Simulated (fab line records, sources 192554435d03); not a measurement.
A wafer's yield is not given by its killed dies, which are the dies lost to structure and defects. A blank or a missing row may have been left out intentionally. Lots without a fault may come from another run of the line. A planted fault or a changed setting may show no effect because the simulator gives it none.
Chamber matching | flow n5 finfet | cmp-02 running N5_GATE_CUT_CMP_43: 4 sister chambers
The step polishes SiO2. 4 wafers are shown with their chamber, then 7 later ones without.

WAFERS, EACH WITH ITS CHAMBER
wafer  | chamber | motor current A (A)
L085.2 | 3       | 12.2
L085.5 | 1       | 12.4
L087.2 | 2       | 12.5
L087.3 | 0       | 15.5

WAFERS MISSING THEIR CHAMBER
wafer  | motor current A (A)
L087.6 | 12.8
L089.1 | 13.1
L089.4 | 12.4
L089.6 | 11.8
L091.2 | 13.0
L091.5 | 11.8
L091.6 | 12.7

EACH ONE'S CHAMBER
wafer  | from the rows above          | in truth
L087.6 | can't be placed: 2 or 1 or 3 | 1
L089.1 | can't be placed: 2 or 1 or 3 | 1
L089.4 | can't be placed: 1 or 2 or 3 | 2
L089.6 | can't be placed: 3 or 1 or 2 | 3
L091.2 | can't be placed: 2 or 1 or 3 | 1
L091.5 | can't be placed: 3 or 1 or 2 | 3
L091.6 | can't be placed: 2 or 1 or 3 | 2
Correctly placed: 0 of 7. Cannot be placed on the basis of these rows: 7; the candidates contain the true chamber in 7. Wrongly placed: 0.
How it was worked out, from the rows above alone: a wafer's distance from a chamber is the root of the sum, over the readings, of the square of ((its reading less the chamber's mean) divided by the reading's scatter). If the next closest chamber is less than 2 further off than the closest, the wafer can't be placed; otherwise it belongs to the closest. A chamber's mean is the mean of its shown wafers. The scatter: root of mean squared gap, hidden wafer to nearest shown wafer, with one shown wafer a chamber.
